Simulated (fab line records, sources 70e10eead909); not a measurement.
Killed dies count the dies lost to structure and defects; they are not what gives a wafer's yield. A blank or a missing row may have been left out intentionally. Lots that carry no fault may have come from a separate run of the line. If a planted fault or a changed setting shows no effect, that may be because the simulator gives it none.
fab line records	flow nand-harc
record lots=24	wafers=72	last-day=34
route steps=1302 shown P_ZERO_WELL@14 P_GATE@141 P_CONTACT@219
lots untouched by any fault: they come from a run of this same line in which no faults occurred
start-h: start of the lot's first displayed wafer, in hours after the record's first day	wait-h: hours elapsed since this lot's preceding step	" same as the row above	L1.1+2: one row covering several wafers at once	- no value, or no start given	* or withheld: withheld	< > ~ a bound
route shown NAME@n: a module of which the file shows steps, and the number in the route of the first	usual: average and standard deviation across the fault-free wafers	same: alike in all rows	chamber/n: place in a boat	sites: the reading at each site	_std_site: the values' standard deviation	_edge_site: the outer-site mean with the inner-site mean subtracted	radius-mm: for every site, how far away it sits from the centre of the wafer	mask NAME#n: copy n	behind: the most recent tool/chamber to have shaped the wafer	hold: reason for holding the lot/hours on hold/outcome of the hold	device: the transistor (n, p or np) that didn't switch	end of line: the same wafers' tests at the end of the route	a step with no rows: only its recipe	killed: dies that structure and defects cost at the first sort, which is not the same as the wafer's yield	map: a wafer's dies, marking killed ones x, the rest . and places with no die _
set.NAME: the setting that was run; set.NAME@STEP: the one run at that earlier step	model.NAME: the simulator's own value behind a step, which no gauge read
route steps across a sampled set of lots; one table per step, one row per wafer
services: when a tool's chamber went out of use (start-h, in hours from the record's first day, below 0 if earlier), for how many hours, and the reason
## steps
# step NHARC_P_ZERO_WELL_CD_MEAS_11
# recipe target-cd-nm=500	landing-energy-ev=500
# usual cd-nm=499.7/1.9
# same landing-energy-ev=500
lot.wafer	tool	chamber	start-h	wait-h	cd-nm
L074.3	cd-sem-01	0	21.19	-	499.8
L074.5	"	0	"	"	500.2
L074.6	"	0	"	"	499.3
L075.1	cd-sem-03	0	31.23	-	503.1
L075.2	"	0	"	"	503.5
L075.5	"	0	"	"	503.7
L076.2	cd-sem-02	0	41.24	-	497.5
L076.5	"	0	"	"	501.1
L076.6	"	0	"	"	499.6
L077.2	cd-sem-01	0	51.24	-	500.1
L077.3	"	0	"	"	499.7
L077.5	"	0	"	"	501.3
L078.1	cd-sem-02	0	61.26	-	499.9
L078.5	"	0	"	"	496.7
L078.6	"	0	"	"	500.3
L079.1	cd-sem-03	0	71.24	-	499.5
L079.5	"	0	"	"	498.7
L079.6	"	0	"	"	499.1
L080.2	cd-sem-01	0	81.11	-	497.5
L080.3	"	0	"	"	498.4
L080.5	"	0	"	"	500.6
L081.2	cd-sem-03	0	91.24	-	498.8
L081.3	"	0	"	"	499.1
L081.4	"	0	"	"	499.6
L082.1	cd-sem-03	0	101.24	-	495.9
L082.2	"	0	"	"	497.5
L082.4	"	0	"	"	501.2
L083.1	cd-sem-02	0	111.23	-	504.7
L083.2	"	0	"	"	502.3
L083.3	"	0	"	"	500.5
L084.1	cd-sem-03	0	121.31	-	499.7
L084.2	"	0	"	"	499.5
L084.6	"	0	"	"	501.1
L085.2	cd-sem-02	0	131.24	-	502.6
L085.3	"	0	"	"	500.4
L085.6	"	0	"	"	503.0
L086.1	cd-sem-01	0	141.12	-	500.2
L086.2	"	0	"	"	498.1
L086.5	"	0	"	"	500.8
L087.1	cd-sem-02	0	151.25	-	499.7
L087.3	"	0	"	"	501.5
L087.6	"	0	"	"	499.2
L088.2	cd-sem-03	0	161.25	-	502.3
L088.3	"	0	"	"	498.4
L088.5	"	0	"	"	500.3
L089.2	cd-sem-02	0	171.12	-	501.9
L089.5	"	0	"	"	500.0
L089.6	"	0	"	"	500.0
L090.2	cd-sem-01	0	181.11	-	499.3
L090.5	"	0	"	"	498.1
L090.6	"	0	"	"	499.2
L091.2	cd-sem-03	0	191.13	-	501.7
L091.4	"	0	"	"	498.7
L091.6	"	0	"	"	501.4
L092.1	cd-sem-02	0	201.13	-	502.0
L092.2	"	0	"	"	499.6
L092.4	"	0	"	"	496.9
L093.1	cd-sem-01	0	211.24	-	500.7
L093.4	"	0	"	"	503.5
L093.6	"	0	"	"	503.4
L094.1	cd-sem-02	0	221.23	-	498.2
L094.4	"	0	"	"	502.0
L094.5	"	0	"	"	500.9
L095.2	cd-sem-01	0	231.26	-	500.0
L095.5	"	0	"	"	499.9
L095.6	"	0	"	"	499.8
L096.1	cd-sem-02	0	241.25	-	501.2
L096.3	"	0	"	"	498.2
L096.4	"	0	"	"	501.3
L097.1	cd-sem-02	0	251.24	-	494.2
L097.2	"	0	"	"	501.5
L097.5	"	0	"	"	498.4
# step NHARC_P_GATE_CD_MEAS_26
# recipe target-cd-nm=120	landing-energy-ev=500
# usual cd-nm=120.0/0.6
# same landing-energy-ev=500
lot.wafer	tool	chamber	start-h	wait-h	cd-nm
L074.3	cd-sem-01	0	95.17	-	119.2
L074.5	"	0	"	"	119.8
L074.6	"	0	"	"	119.5
L075.1	cd-sem-01	0	108.97	-	120.5
L075.2	"	0	"	"	119.8
L075.5	"	0	"	"	120.3
L076.2	cd-sem-01	0	116.78	-	119.7
L076.5	"	0	"	"	119.7
L076.6	"	0	"	"	119.7
L077.2	cd-sem-01	0	127.08	-	120.2
L077.3	"	0	"	"	119.2
L077.5	"	0	"	"	120.4
L078.1	cd-sem-02	0	138.68	-	120.1
L078.5	"	0	"	"	120.0
L078.6	"	0	"	"	119.7
L079.1	cd-sem-03	0	150.69	-	120.5
L079.5	"	0	"	"	121.1
L079.6	"	0	"	"	120.6
L080.2	cd-sem-02	0	165.42	-	120.6
L080.3	"	0	"	"	120.6
L080.5	"	0	"	"	120.6
L081.2	cd-sem-01	0	165.65	-	119.1
L081.3	"	0	"	"	120.4
L081.4	"	0	"	"	120.5
L082.1	cd-sem-01	0	175.43	-	119.1
L082.2	"	0	"	"	119.9
L082.4	"	0	"	"	119.6
L083.1	cd-sem-03	0	188.88	-	120.5
L083.2	"	0	"	"	120.1
L083.3	"	0	"	"	120.3
L084.1	cd-sem-01	0	195.39	-	120.4
L084.2	"	0	"	"	120.0
L084.6	"	0	"	"	120.0
L086.1	cd-sem-02	0	209.14	-	120.1
L086.2	"	0	"	"	119.3
L086.5	"	0	"	"	120.1
L085.2	cd-sem-02	0	209.80	-	119.5
L085.3	"	0	"	"	119.0
L085.6	"	0	"	"	119.1
L087.1	cd-sem-03	0	229.30	-	120.3
L087.3	"	0	"	"	120.8
L087.6	"	0	"	"	120.1
L089.2	cd-sem-02	0	246.32	-	120.2
L089.5	"	0	"	"	119.8
L089.6	"	0	"	"	120.0
L088.2	cd-sem-01	0	246.96	-	120.3
L088.3	"	0	"	"	120.1
L088.5	"	0	"	"	120.6
L090.2	cd-sem-03	0	260.02	-	118.5
L090.5	"	0	"	"	118.6
L090.6	"	0	"	"	119.6
L091.2	cd-sem-03	0	264.21	-	120.2
L091.4	"	0	"	"	120.1
L091.6	"	0	"	"	119.7
L092.1	cd-sem-03	0	276.61	-	119.9
L092.2	"	0	"	"	120.4
L092.4	"	0	"	"	120.8
L093.1	cd-sem-01	0	290.28	-	120.6
L093.4	"	0	"	"	121.1
L093.6	"	0	"	"	119.8
L094.1	cd-sem-02	0	300.36	-	120.3
L094.4	"	0	"	"	119.5
L094.5	"	0	"	"	120.8
L095.2	cd-sem-03	0	301.13	-	119.7
L095.5	"	0	"	"	119.9
L095.6	"	0	"	"	119.5
L096.1	cd-sem-03	0	314.92	-	119.1
L096.3	"	0	"	"	119.9
L096.4	"	0	"	"	120.4
L097.1	cd-sem-03	0	322.63	-	120.7
L097.2	"	0	"	"	120.2
L097.5	"	0	"	"	119.9
# step NHARC_P_GATE_ALD_36
# recipe target-thk-a=200	pulse-time-s=60	ald-cycles=223	temp-c=400	material=SiNx
# usual heater-power-w=823/100	precursor-pulse-height-rel=1.000/0.02	susceptor-temp-C=400.00/0.21
lot.wafer	tool	chamber	start-h	wait-h	heater-power-w	precursor-pulse-height-rel	susceptor-temp-C
L074.3	ald-sin-04	2	97.67	-	701	1.004	400.19
L074.6	"	1	100.85	-	804	0.986	400.10
L074.5	"	2	101.92	-	694	1.016	400.05
L075.2	ald-sin-03	2	110.45	-	930	1.014	399.84
L075.1	"	3	111.52	-	1017	1.013	400.43
L075.5	"	3	115.81	-	1011	0.981	399.99
L076.2	ald-sin-01	3	119.27	-	951	1.004	400.00
L076.5	"	2	122.42	-	791	0.987	399.97
L076.6	"	3	123.47	-	939	1.016	399.88
L077.3	ald-sin-04	0	129.57	-	730	1.036	399.77
L077.2	"	1	130.62	-	817	0.993	400.21
L077.5	"	0	133.79	-	721	0.971	399.90
L078.1	ald-sin-03	3	140.14	-	1040	1.001	399.88
L078.6	"	3	144.36	-	996	1.003	399.74
L078.5	"	0	145.41	-	750	1.016	400.28
L079.1	ald-sin-01	1	155.33	-	695	0.988	400.38
L079.5	"	2	156.39	-	820	1.018	400.02
L079.6	"	3	157.45	-	951	1.007	400.24
L080.3	ald-sin-04	1	166.86	-	808	1.001	-
L080.2	"	0	169.97	-	721	1.014	-
L080.5	"	2	172.05	-	704	0.978	-
L081.2	ald-sin-03	1	167.09	-	774	1.016	400.07
L081.4	"	2	168.15	-	911	0.985	399.84
L081.3	"	3	169.21	-	999	1.015	400.26
L082.1	ald-sin-01	2	176.86	-	808	0.999	399.89
L082.2	"	0	178.26	-	916	1.006	399.95
L082.4	"	2	181.07	-	818	1.002	400.28
L083.2	ald-sin-04	0	190.32	-	743	0.999	400.19
L083.1	"	2	192.42	-	709	0.993	400.04
L083.3	"	3	193.48	-	867	1.002	399.98
L084.1	ald-sin-03	1	198.93	-	730	0.978	399.95
L084.2	"	2	199.99	-	915	1.002	400.20
L084.6	"	0	202.09	-	740	1.003	399.91
L086.2	ald-sin-01	0	210.59	-	899	1.018	399.82
L086.1	"	1	211.64	-	702	0.956	399.84
L086.5	"	0	214.79	-	926	0.993	399.67
L085.3	ald-sin-04	1	213.39	-	810	0.998	400.28
L085.2	"	2	214.46	-	697	1.029	399.71
L085.6	"	0	216.60	-	727	1.021	399.98
L087.1	ald-sin-03	1	230.77	-	761	1.009	400.01
L087.3	"	0	233.56	-	739	1.025	399.66
L087.6	"	3	236.35	-	1029	0.985	400.21
L089.2	ald-sin-01	1	248.82	-	702	0.967	399.89
L089.5	"	0	251.99	-	882	0.991	399.55
L089.6	"	1	253.05	-	692	0.994	400.07
L088.2	ald-sin-04	3	250.03	-	876	0.995	400.05
L088.3	"	0	251.43	-	740	0.995	400.31
L088.5	"	0	255.62	-	728	0.966	400.27
L090.2	ald-sin-03	2	263.60	-	936	0.979	399.95
L090.6	"	0	265.72	-	744	0.987	399.96
L090.5	"	1	266.77	-	757	0.972	399.74
L091.2	ald-sin-01	0	265.65	-	864	1.020	400.07
L091.4	"	2	267.77	-	810	1.022	399.84
L091.6	"	0	269.89	-	878	0.974	399.74
L092.2	ald-sin-04	3	278.08	-	860	0.974	399.76
L092.1	"	0	279.14	-	726	0.964	399.83
L092.4	"	1	280.20	-	816	1.013	399.82
L093.4	ald-sin-03	3	293.80	-	1008	0.995	-
L093.1	"	0	294.84	-	751	1.014	-
L093.6	"	2	296.92	-	954	1.005	-
L094.4	ald-sin-01	0	301.80	-	873	1.021	400.12
L094.1	"	1	302.86	-	684	0.969	399.54
L094.5	"	0	306.03	-	892	1.009	400.46
L095.2	ald-sin-04	0	305.71	-	741	1.005	399.90
L095.6	"	1	306.75	-	846	1.026	399.93
L095.5	"	2	307.79	-	694	0.963	400.11
L096.1	ald-sin-03	2	316.35	-	925	1.015	400.21
L096.4	"	3	317.41	-	1033	0.984	400.40
L096.3	"	0	318.46	-	744	0.988	400.31
L097.1	ald-sin-01	0	324.61	-	864	1.023	400.23
L097.2	"	1	325.66	-	690	1.018	400.17
L097.5	"	1	329.86	-	707	1.014	399.99
# step NHARC_P_GATE_DESCUM_48
# recipe time-s=3	o2-flow-sccm=200	ar-flow-sccm=0	bias-power-w=0	chemistry=O2
# usual chamber-pressure-mTorr=60.00/0.053	drypump-motor-current-A=6.0/0.49	oes-product-au=0.999/0.0099	rf-vpp-V=57.7/0.95	showerhead-plenum-p-Torr=1.90/0.072	throttle-valve-pct=11.311/0.0099
lot.wafer	tool	chamber	start-h	wait-h	chamber-pressure-mTorr	drypump-motor-current-A	oes-product-au	rf-hours-counter-h	rf-vpp-V	showerhead-plenum-p-Torr	throttle-valve-pct
L074.3	rie-diel-12	3	107.46	-	60.02	5.1	1.001	0.2	58.8	1.90	11.304
L074.5	"	1	"	"	60.06	5.9	0.995	-	57.9	1.93	11.300
L074.6	"	2	"	"	59.99	4.6	1.005	-	58.1	1.98	11.319
L075.2	rie-diel-02	1	121.24	-	60.03	5.7	0.996	3.9	57.7	1.89	11.314
L075.1	"	0	"	"	60.01	5.7	0.995	4.7	57.7	2.01	11.323
L075.5	"	2	"	"	59.98	5.8	0.993	-	56.4	1.78	11.306
L076.2	rie-diel-02	0	128.78	-	60.03	5.7	1.001	5.9	59.4	2.00	11.285
L076.5	"	1	"	"	60.04	5.7	0.999	-	58.6	1.88	11.306
L076.6	"	2	"	"	60.07	5.8	1.000	-	57.6	1.78	11.307
L077.2	rie-diel-10	1	139.09	-	59.91	6.5	0.998	4.0	56.7	1.87	11.293
L077.3	"	3	"	"	59.95	6.2	0.995	4.4	58.9	1.97	11.311
L077.5	"	1	"	"	59.95	6.5	1.010	-	58.0	1.87	11.305
L078.1	rie-diel-02	3	150.85	-	60.02	5.7	1.001	6.2	56.4	1.81	11.305
L078.6	"	2	"	"	60.00	5.8	0.994	-	57.0	1.78	11.299
L078.5	"	3	"	"	59.95	5.7	0.989	-	57.7	1.81	11.321
L079.1	rie-diel-02	3	162.75	-	60.08	5.7	0.986	6.4	56.9	1.81	11.303
L079.5	"	3	"	"	60.02	5.7	0.990	-	57.7	1.81	11.309
L079.6	"	0	"	"	60.05	5.7	1.004	-	59.4	2.00	11.307
L080.3	rie-diel-10	1	177.32	-	60.04	6.4	0.989	5.7	55.9	1.87	11.324
L080.2	"	3	"	"	60.02	6.2	0.995	5.9	59.6	1.97	11.298
L080.5	"	1	"	"	60.00	6.4	0.992	-	56.1	1.87	11.299
L081.3	rie-diel-12	2	177.80	-	60.00	4.6	0.990	5.4	57.1	1.98	11.326
L081.4	"	3	"	"	59.95	5.1	1.007	5.6	57.8	1.90	11.314
L081.2	"	0	"	"	60.01	5.5	0.997	4.0	58.1	2.05	11.308
L082.4	rie-diel-02	3	189.62	-	59.98	5.7	0.989	8.0	58.0	1.81	11.300
L082.2	"	1	"	"	59.93	5.7	0.989	6.9	58.7	1.88	11.306
L082.1	"	2	"	"	60.00	5.8	0.987	7.3	56.9	1.78	11.314
L083.3	rie-diel-10	1	200.98	-	59.99	6.5	0.991	6.3	58.5	1.87	11.323
L083.2	"	3	"	"	59.98	6.3	0.997	7.0	56.5	1.97	11.302
L083.1	"	0	"	"	60.00	6.7	1.009	6.1	58.0	1.94	11.322
L084.2	rie-diel-10	3	207.52	-	60.02	6.2	0.994	7.0	57.3	1.97	11.327
L084.1	"	1	"	"	60.10	6.4	1.004	6.4	58.2	1.87	11.301
L084.6	"	0	"	"	60.05	6.7	1.004	-	58.1	1.94	11.302
L086.2	rie-diel-10	1	221.25	-	60.00	6.5	0.999	6.6	57.8	1.87	11.314
L086.1	"	3	"	"	60.02	6.2	0.995	7.1	58.1	1.97	11.313
L086.5	"	2	"	"	60.05	6.1	1.004	-	55.8	1.88	11.342
L085.2	rie-diel-10	0	221.93	-	59.93	6.7	1.017	6.3	57.0	1.94	11.309
L085.3	"	2	"	"	60.01	6.1	1.000	7.4	58.7	1.88	11.305
L085.6	"	0	"	"	59.95	6.7	1.026	-	56.6	1.94	11.312
L087.1	rie-diel-02	3	243.50	-	60.02	5.7	0.997	1.0	58.4	1.81	11.303
L087.3	"	1	"	"	60.02	5.7	1.012	0.8	57.1	1.88	11.299
L087.6	"	3	"	"	59.94	5.8	1.003	-	57.0	1.81	11.311
L089.2	rie-diel-10	0	258.49	-	59.91	6.7	0.986	0.2	58.4	1.94	11.331
L089.5	"	0	"	"	60.02	6.7	0.992	-	58.6	1.94	11.310
L089.6	"	1	"	"	59.98	6.5	1.005	-	58.0	1.87	11.309
L088.2	rie-diel-02	2	261.37	-	59.94	5.8	1.004	1.1	56.7	1.78	11.328
L088.3	"	1	"	"	60.12	5.7	1.020	1.1	58.7	1.88	11.321
L088.5	"	3	"	"	59.92	5.7	0.989	-	57.3	1.81	11.305
L090.2	rie-diel-02	3	272.21	-	59.99	5.8	0.999	2.8	57.2	1.81	11.301
L090.5	"	1	"	"	59.93	5.7	1.023	-	57.7	1.88	11.299
L090.6	"	2	"	"	60.11	5.8	1.006	-	56.6	1.78	11.327
L091.2	rie-diel-10	3	276.39	-	60.02	6.2	1.006	0.4	58.0	1.97	11.326
L091.4	"	0	"	"	59.89	6.7	0.999	0.4	56.5	1.94	11.311
L091.6	"	1	"	"	59.98	6.4	1.014	-	57.6	1.87	11.299
L092.2	rie-diel-02	0	288.78	-	59.96	5.7	1.007	2.8	59.3	2.00	11.312
L092.1	"	2	"	"	59.93	5.8	0.990	2.8	59.3	1.78	11.314
L092.4	"	3	"	"	60.12	5.7	0.984	3.1	58.3	1.81	11.313
L093.1	rie-diel-12	0	302.22	-	60.02	5.6	1.007	1.8	58.9	2.05	11.316
L093.4	"	1	"	"	59.92	5.9	0.999	2.7	57.1	1.92	11.321
L093.6	"	2	"	"	59.96	4.6	1.011	-	58.7	1.98	11.320
L094.4	rie-diel-10	0	312.39	-	59.97	6.7	0.990	2.5	57.7	1.94	11.322
L094.1	"	1	"	"	60.03	6.5	1.009	2.4	56.5	1.86	11.310
L094.5	"	3	"	"	60.01	6.2	1.003	-	59.0	1.97	11.318
L095.2	rie-diel-10	3	313.68	-	60.12	6.2	1.002	3.0	59.3	1.97	11.294
L095.6	"	0	"	"	59.96	6.7	0.990	-	58.4	1.94	11.307
L095.5	"	1	"	"	59.92	6.5	1.005	-	59.0	1.86	11.318
L096.1	rie-diel-10	0	327.49	-	59.94	6.7	0.993	2.8	57.0	1.94	11.318
L096.4	"	1	"	"	59.89	6.4	0.986	2.6	55.7	1.86	11.304
L096.3	"	2	"	"	59.96	6.1	0.980	3.1	55.9	1.88	11.308
L097.2	rie-diel-02	2	335.16	-	59.98	5.8	0.988	4.9	57.3	1.77	11.292
L097.1	"	0	"	"	59.99	5.7	1.010	5.3	56.6	2.00	11.315
L097.5	"	2	"	"	60.00	5.8	0.989	-	57.4	1.77	11.311
# step NHARC_P_GATE_DEGAS_109
# recipe temp-c=300	time-s=60
# usual heater-power-w=452/44	susceptor-temp-C=300.01/0.2
lot.wafer	tool	chamber	start-h	wait-h	heater-power-w	susceptor-temp-C
L074.3	pvd-sputter-01	-	112.87	0.1	485	300.10
L074.5	"	-	"	"	490	300.09
L074.6	"	-	"	"	510	299.99
L075.1	pvd-sputter-03	-	126.53	0.1	508	299.96
L075.2	"	-	"	"	429	300.02
L075.5	"	-	"	"	462	299.91
L076.2	pvd-sputter-01	-	134.08	0.1	483	299.62
L076.6	"	-	"	"	472	299.81
L076.5	"	-	"	"	470	299.77
L077.3	pvd-sputter-03	-	144.51	0.1	461	299.97
L077.2	"	-	"	"	423	300.11
L077.5	"	-	"	"	460	300.05
L078.1	pvd-sputter-03	-	156.68	0.1	455	-
L078.5	"	-	"	"	421	-
L078.6	"	-	"	"	468	-
L079.1	pvd-sputter-02	-	168.93	0.1	360	299.77
L079.6	"	-	"	"	422	299.99
L079.5	"	-	"	"	469	300.02
L080.2	pvd-sputter-03	-	182.72	0.1	412	300.13
L080.3	"	-	"	"	444	300.40
L080.5	"	-	"	"	420	299.89
L081.4	pvd-sputter-01	-	183.10	0.1	478	-
L081.3	"	-	"	"	497	-
L081.2	"	-	"	"	462	-
L082.4	pvd-sputter-02	-	195.09	0.1	359	300.22
L082.2	"	-	"	"	439	299.90
L082.1	"	-	"	"	442	299.97
L083.3	pvd-sputter-01	-	206.43	0.1	478	300.00
L083.1	"	-	"	"	487	300.00
L083.2	"	-	"	"	468	299.97
L084.2	pvd-sputter-02	-	212.96	0.1	357	299.59
L084.1	"	-	"	"	479	300.13
L084.6	"	-	"	"	435	300.40
L086.2	pvd-sputter-02	-	226.73	0.1	423	299.99
L086.1	"	-	"	"	355	300.45
L086.5	"	-	"	"	445	300.06
L085.2	pvd-sputter-02	-	227.69	0.1	493	300.38
L085.3	"	-	"	"	434	300.49
L085.6	"	-	"	"	452	299.83
L087.1	pvd-sputter-01	-	248.93	0.1	448	300.02
L087.3	"	-	"	"	491	299.86
L087.6	"	-	"	"	438	299.67
L089.2	pvd-sputter-03	-	263.95	0.1	520	-
L089.6	"	-	"	"	435	-
L089.5	"	-	"	"	451	-
L088.2	pvd-sputter-02	-	266.79	0.1	425	299.93
L088.3	"	-	"	"	474	299.90
L088.5	"	-	"	"	432	299.91
L090.2	pvd-sputter-02	-	277.49	0.1	454	300.06
L090.5	"	-	"	"	455	300.14
L090.6	"	-	"	"	355	300.07
L091.4	pvd-sputter-02	-	281.71	0.1	431	300.09
L091.2	"	-	"	"	354	300.16
L091.6	"	-	"	"	431	300.42
L092.2	pvd-sputter-02	-	294.26	0.1	448	300.20
L092.1	"	-	"	"	355	299.98
L092.4	"	-	"	"	451	300.20
L093.1	pvd-sputter-03	-	307.62	0.1	413	-
L093.4	"	-	"	"	431	-
L093.6	"	-	"	"	505	-
L094.1	pvd-sputter-01	-	317.66	0.1	475	300.41
L094.4	"	-	"	"	441	300.15
L094.5	"	-	"	"	501	300.18
L095.2	pvd-sputter-02	-	319.18	0.1	357	300.25
L095.5	"	-	"	"	346	300.00
L095.6	"	-	"	"	442	299.35
L096.1	pvd-sputter-03	-	332.79	0.1	495	300.07
L096.4	"	-	"	"	419	300.14
L096.3	"	-	"	"	426	299.97
L097.2	pvd-sputter-02	-	340.49	0.1	352	299.94
L097.1	"	-	"	"	504	299.98
L097.5	"	-	"	"	458	299.76
# step NHARC_P_CONTACT_CMP_01
# recipe target-thk-nm=200	material=SiO2
# usual edge-zone-pressure-frac=1.000/0.0051	motor-current-A=11.6/1.2
lot.wafer	tool	chamber	start-h	wait-h	edge-zone-pressure-frac	motor-current-A
L074.3	cmp-02	3	114.80	-	0.997	11.6
L074.5	"	2	"	"	1.006	10.9
L074.6	"	3	"	"	1.002	11.8
L075.1	cmp-03	3	128.29	-	0.989	10.5
L075.2	"	0	"	"	0.998	11.1
L075.5	"	2	"	"	0.994	10.7
L076.2	cmp-02	1	135.80	-	0.994	12.0
L076.6	"	1	"	"	0.994	12.6
L076.5	"	2	"	"	0.999	11.1
L077.2	cmp-03	0	146.40	-	0.999	11.3
L077.3	"	1	"	"	1.005	10.4
L077.5	"	1	"	"	1.002	11.2
L078.1	cmp-03	3	158.67	0.5	0.996	11.0
L078.5	"	2	"	"	1.000	11.2
L078.6	"	3	"	"	0.997	10.9
L079.1	cmp-02	1	170.71	-	0.996	11.9
L079.6	"	2	"	"	1.003	11.3
L079.5	"	3	"	"	0.997	12.1
L080.2	cmp-03	3	184.45	-	0.995	10.7
L080.3	"	0	"	"	0.999	11.5
L080.5	"	0	"	"	1.002	11.0
L081.3	cmp-03	3	184.95	-	1.006	10.5
L081.4	"	0	"	"	1.001	11.1
L081.2	"	2	"	"	1.002	10.7
L082.4	cmp-03	1	196.95	-	1.007	11.0
L082.1	"	2	"	"	1.001	11.5
L082.2	"	3	"	"	1.002	10.5
L083.1	cmp-03	0	208.18	-	0.994	11.2
L083.2	"	2	"	"	1.003	11.3
L083.3	"	3	"	"	1.004	10.3
L084.1	cmp-01	0	214.91	-	1.004	12.5
L084.2	"	1	"	"	0.998	13.3
L084.6	"	2	"	"	0.991	10.6
L086.1	cmp-02	3	228.53	-	0.996	11.7
L086.2	"	1	"	"	1.002	12.3
L086.5	"	3	"	"	1.015	11.8
L085.3	cmp-03	0	229.48	-	1.001	10.7
L085.2	"	1	"	"	1.002	10.7
L085.6	"	3	"	"	1.005	11.0
L087.1	cmp-02	1	250.69	-	1.004	12.0
L087.3	"	3	"	"	1.000	12.1
L087.6	"	1	"	"	1.002	12.3
L089.2	cmp-03	1	265.69	-	1.000	10.9
L089.5	"	0	"	"	1.003	10.5
L089.6	"	1	"	"	1.004	11.0
L088.2	cmp-01	3	268.55	-	0.993	14.4
L088.3	"	0	"	"	0.995	13.0
L088.5	"	2	"	"	1.007	10.5
L090.2	cmp-03	3	279.33	-	1.000	11.0
L090.6	"	3	"	"	0.988	10.7
L090.5	"	0	"	"	1.006	10.8
L091.2	cmp-01	1	283.46	-	0.993	13.8
L091.4	"	2	"	"	1.011	10.8
L091.6	"	0	"	"	0.997	13.2
L092.1	cmp-01	3	296.05	-	1.004	14.3
L092.2	"	0	"	"	0.990	12.7
L092.4	"	1	"	"	0.998	12.8
L093.4	cmp-03	2	309.36	-	0.995	11.0
L093.1	"	0	"	"	0.999	10.6
L093.6	"	1	"	"	0.996	10.4
L094.4	cmp-02	3	319.45	-	1.003	11.2
L094.1	"	0	"	"	1.009	13.7
L094.5	"	1	"	"	0.999	11.8
L095.2	cmp-03	3	321.02	-	1.001	10.7
L095.6	"	1	"	"	0.994	10.8
L095.5	"	2	"	"	0.993	11.1
L096.3	cmp-02	3	334.52	-	1.002	11.5
L096.1	"	0	"	"	0.990	13.1
L096.4	"	2	"	"	1.004	11.6
L097.1	cmp-02	2	342.22	-	1.000	11.8
L097.2	"	1	"	"	0.993	12.1
L097.5	"	2	"	"	0.999	12.0
## services
tool	chamber	start-h	hours	kind
ald-sin-04	-	77.11	10.0	pm
pvd-sputter-02	-	104.00	10.0	pm
ald-sin-04	3	115.44	9.9	repair
cmp-02	-	141.89	4.0	pm
rie-diel-10	1	153.27	6.4	repair
cmp-03	-	162.00	4.0	pm
cmp-03	-	167.05	1.7	repair
ald-sin-01	3	171.50	11.4	repair
ald-sin-03	-	176.73	10.0	pm
pvd-sputter-02	-	182.78	3.9	repair
pvd-sputter-02	-	187.20	6.1	repair
rie-diel-02	-	216.71	9.0	pm
rie-diel-10	0	236.69	1.6	repair
rie-diel-10	-	242.50	9.0	pm
rie-diel-10	3	255.71	3.9	repair
cmp-03	-	260.00	4.0	pm
pvd-sputter-02	-	261.18	5.4	repair
cmp-03	-	267.00	2.3	repair
rie-diel-02	2	277.87	7.5	repair
pvd-sputter-02	-	282.00	10.0	pm
cmp-03	-	287.55	0.4	repair
cmp-03	-	289.08	7.2	repair
rie-diel-02	3	318.02	19.0	repair
rie-diel-02	0	340.63	3.5	repair
## key
fault none
